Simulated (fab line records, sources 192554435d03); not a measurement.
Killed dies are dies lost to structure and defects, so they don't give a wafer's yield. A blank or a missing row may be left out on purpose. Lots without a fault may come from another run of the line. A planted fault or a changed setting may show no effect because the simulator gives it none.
Which tool did it? | flow n5_finfet | 11 lots, 32 wafers sampled, at 3 steps of a route of 1938

WHAT THE GAUGES READ, wafer by wafer
N5_BEOL_M14_OCD_MEAS_35. Usual: trench_depth_nm 554 nm, standard deviation 11.
lot  | measured     | on     | trench_depth_nm (nm) | flag
L675 | day 12 07:54 | ocd-02 | 555 573 546          |
L677 | day 12 14:21 | ocd-01 | 557 541 548          |
L682 | day 13 20:28 | ocd-02 | 550 558 550          |
L683 | day 13 20:31 | ocd-01 | 559 561 540          |
L688 | day 15 21:05 | ocd-02 | 569 560 562          |
L690 | day 16 14:07 | ocd-02 | 541 542 543          |
L689 | day 16 14:50 | ocd-02 | 559 538 561          |
L693 | day 17 02:29 | ocd-02 | 548 552 545          |
L695 | day 17 13:41 | ocd-02 | 537 559              |
L694 | day 17 16:53 | ocd-02 | 566 553 536          |
L697 | day 17 22:05 | ocd-01 | 550 556 555          |

N5_BEOL_M14_THK_MEAS_50: measures by xrf. Usual: M14_THK 551 nm, standard deviation 12.
lot  | measured     | on            | M14_THK (nm) | flag
L675 | day 12 11:40 | film_metro-02 | 551 567 541  |
L677 | day 12 18:20 | film_metro-01 | 550 535 540  |
L682 | day 13 22:22 | film_metro-02 | 548 555 548  |
L683 | day 14 02:37 | film_metro-02 | 552 554 530  |
L688 | day 15 23:47 | film_metro-01 | 564 554 557  |
L690 | day 16 17:28 | film_metro-02 | 533 533 534  |
L689 | day 16 18:51 | film_metro-01 | 554 531 555  |
L693 | day 17 04:36 | film_metro-01 | 552 558 551  |
L695 | day 17 19:22 | film_metro-02 | 523 545      |
L694 | day 17 19:22 | film_metro-01 | 567 555 539  |
L697 | day 18 03:26 | film_metro-02 | 540 545 542  |

WHICH TOOL RAN EACH LOT (tool, then ch and the chambers of the sampled wafers, then the start)
lot  | N5_BEOL_M14_CMP_49
L675 | cmp-01 ch 1,2,3, day 12 11:22
L677 | cmp-02 ch 1,2,3, day 12 18:04
L682 | cmp-01 ch 0,1,2, day 13 22:10
L683 | cmp-01 ch 1,2,3, day 14 02:22
L688 | cmp-01 ch 0,3, day 15 23:32
L690 | cmp-02 ch 0,1,3, day 16 17:10
L689 | cmp-04 ch 0,1,3, day 16 18:38
L693 | cmp-04 ch 1,2,3, day 17 04:23
L695 | cmp-02 ch 3, day 17 19:04
L694 | cmp-04 ch 0,2,3, day 17 19:05
L697 | cmp-01 ch 0,2,3, day 18 03:11
- N5_BEOL_M14_CMP_49: polishes, stops on SiO2, t overpolish 5.2 s, target thk 560 nm.

WHAT THE TOOLS THEMSELVES READ (means of the sampled wafers that have a number; where no wafer has one, the mark that the record gives instead)
N5_BEOL_M14_CMP_49. Usual: barrier_field_endpoint_s 11.32 s, standard deviation 0.3; clearing_platen_rpm 80.01 rpm, standard deviation 0.045; motor_current_A 8.0 A, standard deviation 0.6; overpolish_run_s 5.200 s, standard deviation 0.009; retaining_ring_pressure_frac 1.000, standard deviation 0.0052; slurry_flow_ml_min 150.0, standard deviation 0.49; time_to_endpoint_s 121 s, standard deviation 5.1.
lot  | tool   | barrier_field_endpoint_s (s) | clearing_platen_rpm (rpm) | motor_current_A (A) | overpolish_run_s (s) | retaining_ring_pressure_frac | slurry_flow_ml_min | time_to_endpoint_s (s) | flag
L675 | cmp-01 | 11.35                        | 80.05                     | 8.3                 | 5.209                | 0.998                        | 149.4              | 119                    |
L677 | cmp-02 | 11.24                        | 80.00                     | 7.9                 | 5.207                | 0.996                        | 149.9              | 120                    |
L682 | cmp-01 | 11.45                        | 79.98                     | 8.4                 | 5.202                | 1.001                        | 149.6              | 122                    |
L683 | cmp-01 | 11.63                        | 79.97                     | 8.6                 | 5.206                | 1.002                        | 149.9              | 124                    |
L688 | cmp-01 | 11.30                        | 79.98                     | 8.3                 | 5.194                | 0.999                        | 149.8              | 121                    |
L690 | cmp-02 | 11.34                        | 79.96                     | 7.6                 | 5.202                | 1.004                        | 150.3              | 120                    |
L689 | cmp-04 | 11.25                        | 79.98                     | 7.9                 | 5.192                | 1.000                        | 150.0              | 117                    |
L693 | cmp-04 | 11.07                        | 80.00                     | 8.0                 | 5.201                | 1.002                        | 149.9              | 117                    |
L695 | cmp-02 | 10.83                        | 80.06                     | 8.4                 | 5.194                | 0.994                        | 149.7              | 116                    |
L694 | cmp-04 | 11.55                        | 79.98                     | 8.1                 | 5.199                | 0.994                        | 150.0              | 121                    |
L697 | cmp-01 | 11.12                        | 80.02                     | 8.2                 | 5.200                | 1.003                        | 149.6              | 117                    |

THE ANSWER, worked out from the rows above alone
Rule: a lot is off if the mean of its wafers that have a number lies more than 3 standard deviations from the usual mean. A lot without any number at a reading at which 4 lots or more have one is off too. The other lots that the step has rows for count as sound. The gauges are gone through in route order, then the tools' own readings, and for those a lot's mean is taken as printed above. The first step at which some lot is off is used, and at that step the reading that is off furthest; a lot without a number counts as furthest.
No lot is off at any reading shown: from this, nothing can be told.

WHAT THE SIMULATOR HAD PUT IN
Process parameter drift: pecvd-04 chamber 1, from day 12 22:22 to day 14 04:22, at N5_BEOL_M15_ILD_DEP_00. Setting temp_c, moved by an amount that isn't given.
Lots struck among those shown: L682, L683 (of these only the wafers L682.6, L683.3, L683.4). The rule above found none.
